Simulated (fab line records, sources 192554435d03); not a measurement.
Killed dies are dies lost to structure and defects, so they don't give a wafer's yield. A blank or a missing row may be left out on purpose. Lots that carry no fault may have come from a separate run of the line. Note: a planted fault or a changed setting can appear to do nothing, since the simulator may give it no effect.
The tool behind it: which one? | flow n5-finfet | 10 lots, 28 wafers sampled, at 5 steps of a route of 1938

WHAT THE GAUGES READ, wafer by wafer
N5_BEOL_M13_THK_MEAS_01.
lot  | measured     | on            | M13_ILD_THK (nm)
L633 | day 10 21:52 | film-metro-01 | 840 832 838
L636 | day 11 20:16 | film-metro-01 | 818 825 831
L637 | day 12 12:05 | film-metro-02 | 834 852 841
L635 | day 12 13:41 | film-metro-01 | 830 845 830
L645 | day 14 19:05 | film-metro-02 | 826 829 846
L649 | day 14 23:26 | film-metro-01 | 837 837 846
L651 | day 17 04:39 | film-metro-01 | 708
L652 | day 17 21:18 | film-metro-02 | 834 828 850
L656 | day 18 03:52 | film-metro-01 | 833 838 838
L655 | day 18 04:12 | film-metro-01 | 835 859 847

N5_BEOL_M13_CD_MEAS_10: target cd 190 nm.
lot  | measured     | on        | cd-nm (nm)
L633 | day 10 22:17 | cd-sem-02 | 190.8 191.1 190.1
L636 | day 11 20:41 | cd-sem-02 | 189.8 190.1 190.2
L637 | day 12 12:23 | cd-sem-03 | 192.1 189.5 192.3
L635 | day 12 14:07 | cd-sem-01 | 190.7 189.1 189.2
L645 | day 14 19:31 | cd-sem-02 | 190.5 190.2 189.6
L649 | day 14 23:52 | cd-sem-02 | 190.5 189.8 191.2
L651 | day 17 04:57 | cd-sem-03 | 190.2
L652 | day 17 21:44 | cd-sem-02 | 190.0 189.8 190.0
L656 | day 18 04:17 | cd-sem-03 | 192.6 190.2 191.3
L655 | day 18 04:37 | cd-sem-01 | 188.8 190.0 191.0

WHICH TOOL RAN EACH LOT (tool, then ch and the chambers of the sampled wafers, then the start)
lot  | N5_BEOL_M12_DESCUM_33              | N5_BEOL_M12_SPUTTER_45       | N5_BEOL_M13_ILD_DEP_00
L633 | rie-diel-03 ch 0,2,3, day 10 18:54 | pvd-sputter-03, day 10 20:40 | pecvd-03 ch 0,1, day 10 21:43
L636 | rie-diel-04 ch 1,2,3, day 11 17:14 | pvd-sputter-02, day 11 19:04 | pecvd-01 ch 0,1, day 11 20:06
L637 | rie-diel-04 ch 1,3, day 12 07:42   | pvd-sputter-02, day 12 10:54 | pecvd-03 ch 1,2, day 12 11:56
L635 | rie-diel-04 ch 0,1, day 12 08:14   | pvd-sputter-02, day 12 12:20 | pecvd-04 ch 0,1, day 12 13:32
L645 | rie-diel-03 ch 1,2,3, day 14 13:27 | pvd-sputter-01, day 14 17:28 | pecvd-03 ch 0,1,2, day 14 18:56
L649 | rie-diel-01 ch 0,1,2, day 14 21:01 | pvd-sputter-02, day 14 22:14 | pecvd-03 ch 0,1, day 14 23:17
L651 | rie-diel-01 ch 0, day 16 22:34     | pvd-sputter-03, day 17 03:28 | pecvd-03 ch 2, day 17 04:30
L652 | rie-diel-03 ch 0,2,3, day 17 16:49 | pvd-sputter-02, day 17 19:44 | pecvd-01 ch 0,2, day 17 21:09
L656 | rie-diel-01 ch 0,1,3, day 17 21:34 | pvd-sputter-02, day 18 02:40 | pecvd-01 ch 0,1, day 18 03:43
L655 | rie-diel-03 ch 0,1, day 18 01:13   | pvd-sputter-03, day 18 02:50 | pecvd-04 ch 0,2, day 18 03:59
- N5_BEOL_M12_DESCUM_33: chemistry O2, time 7.9 s.
- N5_BEOL_M12_SPUTTER_45: material Cu, target thk 80 nm, time 13.33 s.
- N5_BEOL_M13_ILD_DEP_00: deposits SiOC from DEMS/O2, target thk 837.92 nm, time 166.4 s.

AS READ BY THE TOOLS THEMSELVES (means over the sampled wafers that have a number; for cases with no such wafer, the mark the record gives instead)
N5_BEOL_M12_DESCUM_33.
lot  | tool        | drypump-motor-current-A (A) | oes-product-au (a.u.) | rf-vpp-V (V) | showerhead-plenum-p-Torr (Torr) | throttle-valve-pct (%)
L633 | rie-diel-03 | 5.4                         | 0.87                  | 243.4        | 2.17                            | 20.34
L636 | rie-diel-04 | 5.5                         | 0.79                  | 241.9        | 2.03                            | 20.20
L637 | rie-diel-04 | 5.4                         | 0.70                  | 241.5        | 2.03                            | 20.36
L635 | rie-diel-04 | 5.6                         | 0.70                  | 241.7        | 2.03                            | 20.41
L645 | rie-diel-03 | 5.4                         | 0.85                  | 243.7        | 2.16                            | 20.56
L649 | rie-diel-01 | 5.6                         | 0.86                  | 243.3        | 2.11                            | 20.20
L651 | rie-diel-01 | 5.3                         | 0.91                  | 242.9        | 2.13                            | 20.00
L652 | rie-diel-03 | 5.4                         | 0.80                  | 243.8        | 2.15                            | 20.41
L656 | rie-diel-01 | 5.4                         | 0.85                  | 245.0        | 2.11                            | 20.11
L655 | rie-diel-03 | 5.8                         | 0.84                  | 243.6        | 2.12                            | 20.29

N5_BEOL_M12_SPUTTER_45.
lot  | tool           | chuck-sensor-temp-C (C) | throttle-valve-pct (%)
L633 | pvd-sputter-03 | -15.9                   | 29.4
L636 | pvd-sputter-02 | -16.2                   | 27.2
L637 | pvd-sputter-02 | -16.3                   | 29.9
L635 | pvd-sputter-02 | -16.2                   | 29.3
L645 | pvd-sputter-01 | -15.8                   | 29.2
L649 | pvd-sputter-02 | -16.1                   | 29.7
L651 | pvd-sputter-03 | -15.9                   | 29.8
L652 | pvd-sputter-02 | -16.1                   | 29.4
L656 | pvd-sputter-02 | -16.0                   | 28.0
L655 | pvd-sputter-03 | -16.1                   | 29.5

N5_BEOL_M13_ILD_DEP_00.
lot  | tool     | heater-power-w (W) | showerhead-plenum-p-Torr (Torr) | throttle-valve-pct (%)
L633 | pecvd-03 | 536                | 5.693                           | 12.5
L636 | pecvd-01 | 519                | 5.689                           | 12.1
L637 | pecvd-03 | 522                | 5.711                           | 12.3
L635 | pecvd-04 | 495                | 5.662                           | 12.1
L645 | pecvd-03 | 517                | 5.695                           | 12.2
L649 | pecvd-03 | 474                | 5.687                           | 12.3
L651 | pecvd-03 | 594                | 5.702                           | 11.7
L652 | pecvd-01 | 557                | 5.707                           | 11.9
L656 | pecvd-01 | 486                | 5.693                           | 12.3
L655 | pecvd-04 | 484                | 5.690                           | 12.3

THE ANSWER, worked out from the rows above alone
Rule: usual is defined by the lots themselves. The widest of any qualifying gaps counts: lots, ordered by their means at a reading, are off when they make up no more than a third of the lots, leave a main group of 4 or more, and stand apart from it by 3 or more times the standard deviation of that group's means. A main group is skipped when, at the precision printed for the reading in the tables above, its means are all equal. A lot without any number at a reading at which 4 lots or more have one is off too. The other lots that the step has rows for count as sound. After the gauges, taken in route order, come the tools' own readings; for these a lot's mean is taken, as printed above. The first step at which some lot is off is used, and at that step the reading that is off furthest; a lot without a number counts as furthest.
Off: L651, at N5_BEOL_M13_THK_MEAS_01 (M13_ILD_THK). For the main group the mean is 837 nm and the standard deviation 5.8.
If a tool, at a process step before that reading, ran all the lots that are off and no sound lot after the first of them, it fits. Gauges at N5_BEOL_M13_THK_MEAS_01: tried the same way as those tools. One fits: pecvd-03 at N5_BEOL_M13_ILD_DEP_00. A fault onset in the window from L649 (day 14 23:17, its last sound lot) to L651 (day 17 04:30, its first lot off) fits.

WHAT THE SIMULATOR HAD PUT IN
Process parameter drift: pecvd-03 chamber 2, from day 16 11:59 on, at N5_BEOL_M13_ILD_DEP_00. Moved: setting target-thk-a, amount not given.
Struck lots among those shown: L651. The rule given above showed the same thing.
